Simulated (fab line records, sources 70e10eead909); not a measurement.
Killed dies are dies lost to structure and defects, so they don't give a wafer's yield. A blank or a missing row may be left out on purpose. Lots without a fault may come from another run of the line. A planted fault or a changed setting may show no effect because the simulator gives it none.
Which tool did it? | flow nand_harc | 24 lots, 72 wafers sampled, at 6 steps of a route of 1302

WHAT THE GAUGES READ, wafer by wafer
The record holds no reading of a measuring or inspecting step that can be judged against a usual standard deviation.

WHICH TOOL RAN EACH LOT (tool, then ch and the chambers of the sampled wafers, then the start)
lot  | NHARC_A_CHANNEL_FILL_D2_ALD_14   | NHARC_A_CHANNEL_FILL_D2_ALD_25   | NHARC_A_STAIRCASE_STRIP_171          | NHARC_A_STAIRCASE_ETCH_15      | NHARC_A_STAIRCASE_ETCH_190     | NHARC_A_STAIRCASE_ETCH_194
L074 | ald_hk-02 ch 0,1,2, day 13 15:41 | ald_hk-01 ch 1,3, day 15 00:07   | plasma_asher-02 ch 0,1, day 15 13:49 | rie_diel-03 ch 0,1, no start   | rie_diel-03 ch 0,1,3, no start | rie_diel-03 ch 0,3, no start
L075 | ald_hk-03 ch 1,2,3, day 13 21:56 | ald_hk-03 ch 1,2,3, day 15 03:10 | plasma_asher-02 ch 0,1, day 15 16:23 | rie_diel-09 ch 0,1,2, no start | rie_diel-08 ch 0,2,3, no start | rie_diel-08 ch 1,2,3, no start
L076 | ald_hk-03 ch 1,2, day 14 16:58   | ald_hk-03 ch 0,3, day 15 22:50   | plasma_asher-02 ch 0, day 16 12:28   | rie_diel-09 ch 0,1,2, no start | rie_diel-08 ch 2,3, no start   | rie_diel-08 ch 0,3, no start
L077 | ald_hk-03 ch 0,2,3, day 15 02:49 | ald_hk-02 ch 0,1, day 16 07:27   | plasma_asher-01 ch 0,1, day 16 21:49 | rie_diel-09 ch 2,3, no start   | rie_diel-03 ch 0,2,3, no start | rie_diel-03 ch 0,1,2, no start
L078 | ald_hk-01 ch 0,3, day 15 05:56   | ald_hk-03 ch 0,2, day 16 10:59   | plasma_asher-02 ch 0,1, day 17 00:26 | rie_diel-03 ch 1,3, no start   | rie_diel-09 ch 1,2, no start   | rie_diel-09 ch 2,3, no start
L079 | ald_hk-01 ch 0,1,3, day 15 19:46 | ald_hk-02 ch 2,3, day 17 00:27   | plasma_asher-02 ch 0,1, day 17 16:00 | rie_diel-03 ch 0,1,2, no start | rie_diel-08 ch 2,3, no start   | rie_diel-08 ch 1,2,3, no start
L080 | ald_hk-03 ch 0,1,3, day 15 19:50 | ald_hk-03 ch 1,2,3, day 17 02:18 | plasma_asher-01 ch 0,1, day 17 15:56 | rie_diel-09 ch 0,3, no start   | rie_diel-09 ch 1,2,3, no start | rie_diel-09 ch 1,2, no start
L081 | ald_hk-03 ch 2,3, day 16 16:49   | ald_hk-01 ch 2,3, day 18 00:47   | plasma_asher-01 ch 0,1, day 18 13:37 | rie_diel-08 ch 0,1,2, no start | rie_diel-09 ch 1,2,3, no start | rie_diel-09 ch 2,3, no start
L082 | ald_hk-02 ch 1,2,3, day 17 06:46 | ald_hk-03 ch 0,1,3, day 18 13:16 | plasma_asher-01 ch 0,1, day 19 01:29 | rie_diel-08 ch 0,1,3, no start | rie_diel-03 ch 0,3, no start   | rie_diel-03 ch 0,3, no start
L083 | ald_hk-01 ch 0,2,3, day 17 06:47 | ald_hk-01 ch 0,2, day 18 12:37   | plasma_asher-01 ch 0,1, day 19 01:44 | rie_diel-03 ch 0,1, no start   | rie_diel-08 ch 0,1,2, no start | rie_diel-08 ch 1,2,3, no start
L084 | ald_hk-02 ch 1,2,3, day 18 00:53 | ald_hk-02 ch 0,2,3, day 19 09:37 | plasma_asher-01 ch 0,1, day 19 22:26 | rie_diel-08 ch 1,2,3, no start | rie_diel-09 ch 0,2,3, no start | rie_diel-09 ch 1,2,3, no start
L085 | ald_hk-03 ch 0,1,2, day 18 04:29 | ald_hk-01 ch 0,1,2, day 19 09:01 | plasma_asher-02 ch 0,1, day 19 22:41 | rie_diel-03 ch 2,3, no start   | rie_diel-08 ch 1,2,3, no start | rie_diel-08 ch 0,2,3, no start
L086 | ald_hk-02 ch 0,2, day 18 17:41   | ald_hk-01 ch 0,2, day 20 02:44   | plasma_asher-01 ch 0,1, day 20 15:14 | rie_diel-03 ch 0,2,3, no start | rie_diel-09 ch 1,2, no start   | rie_diel-09 ch 0,1, no start
L087 | ald_hk-01 ch 1,2,3, day 19 02:07 | ald_hk-03 ch 1,3, day 20 06:49   | plasma_asher-01 ch 0,1, day 20 20:17 | rie_diel-09 ch 1,3, no start   | rie_diel-08 ch 0,1, no start   | rie_diel-08 ch 0,1,2, no start
L089 | ald_hk-02 ch 0,3, day 19 20:29   | ald_hk-03 ch 0,1,2, day 21 03:19 | plasma_asher-01 ch 0,1, day 21 15:23 | rie_diel-03 ch 2,3, no start   | rie_diel-03 ch 0,1,2, no start | rie_diel-03 ch 0,1,3, no start
L088 | ald_hk-03 ch 1,2,3, day 19 20:33 | ald_hk-02 ch 0,2,3, day 21 01:37 | plasma_asher-01 ch 0,1, day 21 15:35 | rie_diel-09 ch 0,2, no start   | rie_diel-03 ch 0,2,3, no start | rie_diel-03 ch 0,2,3, no start
L091 | ald_hk-02 ch 2,3, day 20 17:48   | ald_hk-03 ch 1,3, day 21 22:49   | plasma_asher-02 ch 0,1, day 22 12:12 | rie_diel-09 ch 0,3, no start   | rie_diel-08 ch 1,2, no start   | rie_diel-08 ch 0,1,2, no start
L090 | ald_hk-01 ch 0,2,3, day 20 17:53 | ald_hk-01 ch 1,2,3, day 22 00:04 | plasma_asher-01 ch 0,1, day 22 12:03 | rie_diel-08 ch 0,1, no start   | rie_diel-09 ch 1,2,3, no start | rie_diel-09 ch 1,2, no start
L093 | ald_hk-01 ch 0,2,3, day 21 12:16 | ald_hk-01 ch 1,2,3, day 22 20:58 | plasma_asher-01 ch 0,1, day 23 09:53 | rie_diel-09 ch 0,1,3, no start | rie_diel-03 ch 0,1,3, no start | rie_diel-03 ch 1,2,3, no start
L092 | ald_hk-03 ch 0,1,2, day 21 12:31 | ald_hk-03 ch 0,2,3, day 22 21:35 | plasma_asher-02 ch 0,1, day 23 09:38 | rie_diel-09 ch 0,1,2, no start | rie_diel-03 ch 1,2,3, no start | rie_diel-03 ch 0,1,3, no start
L094 | ald_hk-02 ch 1,2, day 22 03:02   | ald_hk-01 ch 0,1,3, day 23 09:16 | plasma_asher-02 ch 0,1, day 23 21:31 | rie_diel-09 ch 0,3, no start   | rie_diel-08 ch 2,3, no start   | rie_diel-08 ch 0,1,3, no start
L095 | ald_hk-01 ch 0,1, day 22 13:23   | ald_hk-01 ch 2,3, day 23 21:20   | plasma_asher-02 ch 0,1, day 24 10:47 | rie_diel-08 ch 2,3, no start   | rie_diel-03 ch 0,3, no start   | rie_diel-03 ch 0,3, no start
L096 | ald_hk-03 ch 0,1,2, day 23 01:28 | ald_hk-02 ch 0,2,3, day 24 07:05 | plasma_asher-01 ch 0,1, day 24 19:06 | rie_diel-03 ch 2,3, no start   | rie_diel-08 ch 0,3, no start   | rie_diel-08 ch 0,1,2, no start
L097 | ald_hk-03 ch 2,3, day 23 05:33   | ald_hk-03 ch 1,2,3, day 24 13:30 | plasma_asher-02 ch 0,1, day 25 01:04 | rie_diel-09 ch 1,2,3, no start | rie_diel-08 ch 0,1,2, no start | rie_diel-08 ch 1,2, no start
- NHARC_A_CHANNEL_FILL_D2_ALD_14: deposits SiO2, target thk 2.5 nm, pulse time 10 s, ald cycles 25.
- NHARC_A_CHANNEL_FILL_D2_ALD_25: deposits SiOx, target thk 60 nm, pulse time 10 s, ald cycles 600.
- NHARC_A_STAIRCASE_STRIP_171: strips in O2.
- NHARC_A_STAIRCASE_ETCH_15: etches the open film in C4F8/O2, target depth 100 nm, time 40.5 s.
- NHARC_A_STAIRCASE_ETCH_190: etches the open film in C4F8/O2, target depth 100 nm, time 40.5 s.
- NHARC_A_STAIRCASE_ETCH_194: etches the open film in C4F8/O2, target depth 100 nm, time 40.5 s.

WHAT THE TOOLS THEMSELVES READ (means of the sampled wafers that have a number; where no wafer has one, the mark that the record gives instead)
NHARC_A_CHANNEL_FILL_D2_ALD_14. Usual: heater_power_w 452 W, standard deviation 48; precursor_pulse_height_rel 1.001, standard deviation 0.02.
lot  | tool      | heater_power_w (W) | precursor_pulse_height_rel | flag
L074 | ald_hk-02 | 440                | 1.005                      |
L075 | ald_hk-03 | 410                | 1.001                      |
L076 | ald_hk-03 | 392                | 0.994                      |
L077 | ald_hk-03 | 470                | 0.996                      |
L078 | ald_hk-01 | 486                | 0.979                      |
L079 | ald_hk-01 | 465                | 0.984                      |
L080 | ald_hk-03 | 453                | 1.006                      |
L081 | ald_hk-03 | 429                | 1.012                      |
L082 | ald_hk-02 | 437                | 1.006                      |
L083 | ald_hk-01 | 473                | 0.995                      |
L084 | ald_hk-02 | 444                | 1.005                      |
L085 | ald_hk-03 | 452                | 1.005                      |
L086 | ald_hk-02 | 413                | 0.998                      |
L087 | ald_hk-01 | 462                | 0.993                      |
L089 | ald_hk-02 | 470                | 1.015                      |
L088 | ald_hk-03 | 416                | 1.026                      |
L091 | ald_hk-02 | 446                | 1.009                      |
L090 | ald_hk-01 | 472                | 1.001                      |
L093 | ald_hk-01 | 477                | 1.011                      |
L092 | ald_hk-03 | 445                | 1.011                      |
L094 | ald_hk-02 | 437                | 0.999                      |
L095 | ald_hk-01 | 464                | 0.988                      |
L096 | ald_hk-03 | 448                | 0.995                      |
L097 | ald_hk-03 | 446                | 1.007                      |

NHARC_A_CHANNEL_FILL_D2_ALD_25. Usual: heater_power_w 453 W, standard deviation 49; precursor_pulse_height_rel 0.999, standard deviation 0.018.
lot  | tool      | heater_power_w (W) | precursor_pulse_height_rel | flag
L074 | ald_hk-01 | 446                | 1.004                      |
L075 | ald_hk-03 | 410                | 1.019                      |
L076 | ald_hk-03 | 515                | 0.983                      |
L077 | ald_hk-02 | 471                | 1.015                      |
L078 | ald_hk-03 | 501                | 1.001                      |
L079 | ald_hk-02 | 440                | 0.993                      |
L080 | ald_hk-03 | 412                | 0.990                      |
L081 | ald_hk-01 | 460                | 1.001                      |
L082 | ald_hk-03 | 446                | 0.971                      |
L083 | ald_hk-01 | 490                | 1.006                      |
L084 | ald_hk-02 | 448                | 1.002                      |
L085 | ald_hk-01 | 477                | 1.010                      |
L086 | ald_hk-01 | 491                | 1.000                      |
L087 | ald_hk-03 | 401                | 0.996                      |
L089 | ald_hk-03 | 437                | 1.012                      |
L088 | ald_hk-02 | 438                | 0.984                      |
L091 | ald_hk-03 | 392                | 0.996                      |
L090 | ald_hk-01 | 464                | 0.991                      |
L093 | ald_hk-01 | 457                | 1.006                      |
L092 | ald_hk-03 | 474                | 0.997                      |
L094 | ald_hk-01 | 448                | 1.002                      |
L095 | ald_hk-01 | 484                | 1.008                      |
L096 | ald_hk-02 | 442                | 1.011                      |
L097 | ald_hk-03 | 414                | 0.998                      |

NHARC_A_STAIRCASE_STRIP_171. Usual: drypump_motor_current_A 5.72 A, standard deviation 0.26; heater_power_w 336 W, standard deviation 15.
lot  | tool            | drypump_motor_current_A (A) | heater_power_w (W) | flag
L074 | plasma_asher-02 | 5.58                        | 324                |
L075 | plasma_asher-02 | 5.79                        | 323                |
L076 | plasma_asher-02 | 5.39                        | 341                |
L077 | plasma_asher-01 | 5.67                        | 346                |
L078 | plasma_asher-02 | 5.78                        | 324                |
L079 | plasma_asher-02 | 5.79                        | 323                |
L080 | plasma_asher-01 | 5.67                        | 347                |
L081 | plasma_asher-01 | 5.66                        | 358                |
L082 | plasma_asher-01 | 5.67                        | 349                |
L083 | plasma_asher-01 | 5.84                        | 341                |
L084 | plasma_asher-01 | 5.84                        | 339                |
L085 | plasma_asher-02 | 5.61                        | 327                |
L086 | plasma_asher-01 | 5.67                        | 352                |
L087 | plasma_asher-01 | 5.67                        | 353                |
L089 | plasma_asher-01 | 5.82                        | 337                |
L088 | plasma_asher-01 | 5.82                        | 341                |
L091 | plasma_asher-02 | 5.60                        | 328                |
L090 | plasma_asher-01 | 5.68                        | 350                |
L093 | plasma_asher-01 | 5.80                        | 340                |
L092 | plasma_asher-02 | 5.61                        | 325                |
L094 | plasma_asher-02 | 5.79                        | 324                |
L095 | plasma_asher-02 | 5.60                        | 328                |
L096 | plasma_asher-01 | 5.81                        | 340                |
L097 | plasma_asher-02 | 5.80                        | 329                |

NHARC_A_STAIRCASE_ETCH_15. Usual: oes_product_au 0.942 a.u., standard deviation 0.012; rf_vpp_V 896 V, standard deviation 4.1.
lot  | tool        | oes_product_au (a.u.) | rf_vpp_V (V) | flag
L074 | rie_diel-03 | 0.959                 | 893          |
L075 | rie_diel-09 | 0.928                 | 897          |
L076 | rie_diel-09 | 0.940                 | 897          |
L077 | rie_diel-09 | 0.934                 | 898          |
L078 | rie_diel-03 | 0.935                 | 901          |
L079 | rie_diel-03 | 0.949                 | 894          |
L080 | rie_diel-09 | 0.930                 | 895          |
L081 | rie_diel-08 | 0.945                 | 897          |
L082 | rie_diel-08 | 0.950                 | 900          |
L083 | rie_diel-03 | 0.949                 | 893          |
L084 | rie_diel-08 | 0.943                 | 897          |
L085 | rie_diel-03 | 0.954                 | 897          |
L086 | rie_diel-03 | 0.954                 | 897          |
L087 | rie_diel-09 | 0.937                 | 895          |
L089 | rie_diel-03 | 0.961                 | 897          |
L088 | rie_diel-09 | 0.935                 | 895          |
L091 | rie_diel-09 | 0.952                 | 894          |
L090 | rie_diel-08 | 0.953                 | 899          |
L093 | rie_diel-09 | 0.934                 | 895          |
L092 | rie_diel-09 | 0.939                 | 895          |
L094 | rie_diel-09 | 0.931                 | 893          |
L095 | rie_diel-08 | 0.952                 | 892          |
L096 | rie_diel-03 | 0.938                 | 896          |
L097 | rie_diel-09 | 0.929                 | 896          |

NHARC_A_STAIRCASE_ETCH_190. Usual: oes_product_au 0.943 a.u., standard deviation 0.011; rf_vpp_V 896 V, standard deviation 4.7.
lot  | tool        | oes_product_au (a.u.) | rf_vpp_V (V) | flag
L074 | rie_diel-03 | 0.950                 | 898          |
L075 | rie_diel-08 | 0.939                 | 896          |
L076 | rie_diel-08 | 0.943                 | 894          |
L077 | rie_diel-03 | 0.958                 | 897          |
L078 | rie_diel-09 | 0.930                 | 896          |
L079 | rie_diel-08 | 0.949                 | 893          |
L080 | rie_diel-09 | 0.936                 | 897          |
L081 | rie_diel-09 | 0.937                 | 897          |
L082 | rie_diel-03 | 0.952                 | 897          |
L083 | rie_diel-08 | 0.944                 | 897          |
L084 | rie_diel-09 | 0.926                 | 896          |
L085 | rie_diel-08 | 0.941                 | 898          |
L086 | rie_diel-09 | 0.945                 | 897          |
L087 | rie_diel-08 | 0.947                 | 899          |
L089 | rie_diel-03 | 0.949                 | 893          |
L088 | rie_diel-03 | 0.948                 | 896          |
L091 | rie_diel-08 | 0.942                 | 895          |
L090 | rie_diel-09 | 0.942                 | 897          |
L093 | rie_diel-03 | 0.956                 | 897          |
L092 | rie_diel-03 | 0.934                 | 897          |
L094 | rie_diel-08 | 0.944                 | 894          |
L095 | rie_diel-03 | 0.946                 | 896          |
L096 | rie_diel-08 | 0.956                 | 897          |
L097 | rie_diel-08 | 0.933                 | 896          |

NHARC_A_STAIRCASE_ETCH_194. Usual: oes_product_au 0.944 a.u., standard deviation 0.01; rf_vpp_V 896 V, standard deviation 4.6.
lot  | tool        | oes_product_au (a.u.) | rf_vpp_V (V) | flag
L074 | rie_diel-03 | 0.945                 | 897          |
L075 | rie_diel-08 | 0.942                 | 896          |
L076 | rie_diel-08 | 0.943                 | 898          |
L077 | rie_diel-03 | 0.940                 | 894          |
L078 | rie_diel-09 | 0.928                 | 897          |
L079 | rie_diel-08 | 0.947                 | 897          |
L080 | rie_diel-09 | 0.942                 | 896          |
L081 | rie_diel-09 | 0.933                 | 897          |
L082 | rie_diel-03 | 0.958                 | 900          |
L083 | rie_diel-08 | 0.943                 | 896          |
L084 | rie_diel-09 | 0.938                 | 896          |
L085 | rie_diel-08 | 0.945                 | 896          |
L086 | rie_diel-09 | 0.937                 | 895          |
L087 | rie_diel-08 | 0.942                 | 897          |
L089 | rie_diel-03 | 0.949                 | 898          |
L088 | rie_diel-03 | 0.947                 | 895          |
L091 | rie_diel-08 | 0.937                 | 896          |
L090 | rie_diel-09 | 0.941                 | 897          |
L093 | rie_diel-03 | 0.948                 | 896          |
L092 | rie_diel-03 | 0.950                 | 897          |
L094 | rie_diel-08 | 0.945                 | 899          |
L095 | rie_diel-03 | 0.958                 | 895          |
L096 | rie_diel-08 | 0.945                 | 896          |
L097 | rie_diel-08 | 0.947                 | 893          |

THE ANSWER, worked out from the rows above alone
Rule: a lot is off if the mean of its wafers that have a number lies more than 3 standard deviations from the usual mean. A lot without any number at a reading at which 4 lots or more have one is off too. The other lots that the step has rows for count as sound. The gauges are gone through in route order, then the tools' own readings, and for those a lot's mean is taken as printed above. The first step at which some lot is off is used, and at that step the reading that is off furthest; a lot without a number counts as furthest.
No lot is off at any reading shown: from this, nothing can be told.

WHAT THE SIMULATOR HAD PUT IN
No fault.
